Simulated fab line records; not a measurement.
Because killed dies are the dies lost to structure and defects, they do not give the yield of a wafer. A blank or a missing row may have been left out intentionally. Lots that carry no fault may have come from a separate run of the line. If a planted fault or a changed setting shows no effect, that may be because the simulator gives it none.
Split-lot experiment || flow n5 finfet || 21 wafers read across 7 lots, on a route 1938 steps long

ON THE SPLIT
At N5_BEOL_M15_ETCH_61 (etches BARC in N2/H2, target depth 89 nm, overetch 26.7 nm, time 67.9 s), the setting time s was moved away from the recipe's 67.9 s on 8 of the 21 wafers read, by -22.0% to +14.6%. All remaining wafers had this setting at the recipe value.

The split's own step is where the reading is taken.

THE READING
coat_of_BEOL_M15_COAT_22.thk nm (the simulator's own value, which no gauge read), in nm, at N5_BEOL_M15_ETCH_61 (etches BARC in N2/H2, target depth 89 nm, overetch 26.7 nm, time 67.9 s). The file gives no usual value for it. Average 720.2 nm, standard deviation 2.7 nm, over the 13 wafers here run with the recipe.

{"wafer": "L081.3", "tool, chamber at the split": "rie diel-01, 0", "time s as run, s": 67.9, "against the recipe": "recipe", "coat_of_BEOL_M15_COAT_22.thk nm, nm": 719.2, "against lot-mates on the recipe": "-"}
{"wafer": "L081.4", "tool, chamber at the split": "rie diel-01, 1,2", "time s as run, s": 67.9, "against the recipe": "recipe", "coat_of_BEOL_M15_COAT_22.thk nm, nm": 721.6, "against lot-mates on the recipe": "-"}
{"wafer": "L081.5", "tool, chamber at the split": "rie diel-01, 1,2", "time s as run, s": 67.9, "against the recipe": "recipe", "coat_of_BEOL_M15_COAT_22.thk nm, nm": 721.6, "against lot-mates on the recipe": "-"}
{"wafer": "L082.1", "tool, chamber at the split": "rie diel-01, 0,1", "time s as run, s": 67.9, "against the recipe": "recipe", "coat_of_BEOL_M15_COAT_22.thk nm, nm": 723.4, "against lot-mates on the recipe": "-"}
{"wafer": "L082.5", "tool, chamber at the split": "rie diel-01, 0,1", "time s as run, s": 67.9, "against the recipe": "recipe", "coat_of_BEOL_M15_COAT_22.thk nm, nm": 723.4, "against lot-mates on the recipe": "-"}
{"wafer": "L082.2", "tool, chamber at the split": "rie diel-01, 2", "time s as run, s": 67.9, "against the recipe": "recipe", "coat_of_BEOL_M15_COAT_22.thk nm, nm": 724.6, "against lot-mates on the recipe": "-"}
{"wafer": "L091.2", "tool, chamber at the split": "rie diel-04, 1", "time s as run, s": 63.56, "against the recipe": "-6.4%", "coat_of_BEOL_M15_COAT_22.thk nm, nm": 722, "against lot-mates on the recipe": "no lot-mate on the recipe"}
{"wafer": "L091.5", "tool, chamber at the split": "rie diel-04, 2", "time s as run, s": 63.56, "against the recipe": "-6.4%", "coat_of_BEOL_M15_COAT_22.thk nm, nm": 724, "against lot-mates on the recipe": "no lot-mate on the recipe"}
{"wafer": "L091.6", "tool, chamber at the split": "rie diel-04, 1", "time s as run, s": 63.56, "against the recipe": "-6.4%", "coat_of_BEOL_M15_COAT_22.thk nm, nm": 723, "against lot-mates on the recipe": "no lot-mate on the recipe"}
{"wafer": "L087.3", "tool, chamber at the split": "rie diel-01, 3", "time s as run, s": 67.9, "against the recipe": "recipe", "coat_of_BEOL_M15_COAT_22.thk nm, nm": 717.8, "against lot-mates on the recipe": "-"}
{"wafer": "L087.4", "tool, chamber at the split": "rie diel-01, 1", "time s as run, s": 56.87, "against the recipe": "-16.2%", "coat_of_BEOL_M15_COAT_22.thk nm, nm": 727.2, "against lot-mates on the recipe": "+8.3"}
{"wafer": "L087.5", "tool, chamber at the split": "rie diel-01, 0", "time s as run, s": 67.9, "against the recipe": "recipe", "coat_of_BEOL_M15_COAT_22.thk nm, nm": 720, "against lot-mates on the recipe": "-"}
{"wafer": "L089.2", "tool, chamber at the split": "rie diel-04, 3", "time s as run, s": 67.9, "against the recipe": "recipe", "coat_of_BEOL_M15_COAT_22.thk nm, nm": 719.8, "against lot-mates on the recipe": "-"}
{"wafer": "L089.4", "tool, chamber at the split": "rie diel-04, 0", "time s as run, s": 67.9, "against the recipe": "recipe", "coat_of_BEOL_M15_COAT_22.thk nm, nm": 721.2, "against lot-mates on the recipe": "-"}
{"wafer": "L089.6", "tool, chamber at the split": "rie diel-04, 2", "time s as run, s": 52.94, "against the recipe": "-22.0%", "coat_of_BEOL_M15_COAT_22.thk nm, nm": 732.4, "against lot-mates on the recipe": "+11.9"}
{"wafer": "L093.1", "tool, chamber at the split": "rie diel-04, 0,2", "time s as run, s": 67.9, "against the recipe": "recipe", "coat_of_BEOL_M15_COAT_22.thk nm, nm": 716.8, "against lot-mates on the recipe": "-"}
{"wafer": "L093.5", "tool, chamber at the split": "rie diel-04, 0,2", "time s as run, s": 67.9, "against the recipe": "recipe", "coat_of_BEOL_M15_COAT_22.thk nm, nm": 716.8, "against lot-mates on the recipe": "-"}
{"wafer": "L093.3", "tool, chamber at the split": "rie diel-04, 1", "time s as run, s": 75.79, "against the recipe": "+11.6%", "coat_of_BEOL_M15_COAT_22.thk nm, nm": 702.2, "against lot-mates on the recipe": -14.6}
{"wafer": "L097.1", "tool, chamber at the split": "rie diel-04, 0", "time s as run, s": 77.78, "against the recipe": "+14.6%", "coat_of_BEOL_M15_COAT_22.thk nm, nm": 708.2, "against lot-mates on the recipe": -7.8}
{"wafer": "L097.5", "tool, chamber at the split": "rie diel-04, 0", "time s as run, s": 77.78, "against the recipe": "+14.6%", "coat_of_BEOL_M15_COAT_22.thk nm, nm": 707.2, "against lot-mates on the recipe": -8.8}
{"wafer": "L097.6", "tool, chamber at the split": "rie diel-04, 3", "time s as run, s": 67.9, "against the recipe": "recipe", "coat_of_BEOL_M15_COAT_22.thk nm, nm": 716, "against lot-mates on the recipe": "-"}
If several chambers appear in one row, that row covers several wafers at once and the file leaves open which wafer was in which chamber.

THE FIT
A straight line over all 21 wafers: coat_of_BEOL_M15_COAT_22.thk nm changes by -0.721 nm for each +1% of time s; r = -0.88; the points scatter about the line by 3.3 nm.
The same after taking each lot's own level away (the mean of its wafers on the recipe; 18 wafers): -0.617 nm for each +1%; r = -0.94; scatter 2 nm.
According to that fit, moving time s by its largest amount changes the reading by 14 nm.
The span of the lots' own levels, 716.00 to 723.80 nm, comes to 2.9 times the standard deviation stated above.
In other words, the slope is changed by the lot-to-lot level; the two fits disagree.
Check: with one of the wafers moved furthest among these (-22.0%) left out of the fit, the line predicts +14 nm for it against its lot-mates. It came out at +11.9 nm against them.

OTHER SPLITS ON THESE WAFERS
Other splits were also applied to these wafers ahead of the reading. Each is held against what the fit with the lots' levels taken away leaves over:
{"other split on the same wafers": "N5_BEOL_M15_EXPOSE_25 dose mj", "wafers away from the commonest value": 5, "r with coat_of_BEOL_M15_COAT_22.thk nm (lot level and that fit taken away)": "+0.22"}

FILE'S OWN FIT
coat_of_BEOL_M15_COAT_22.thk nm changes by -0.627 nm for each +1% of time s, r = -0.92.
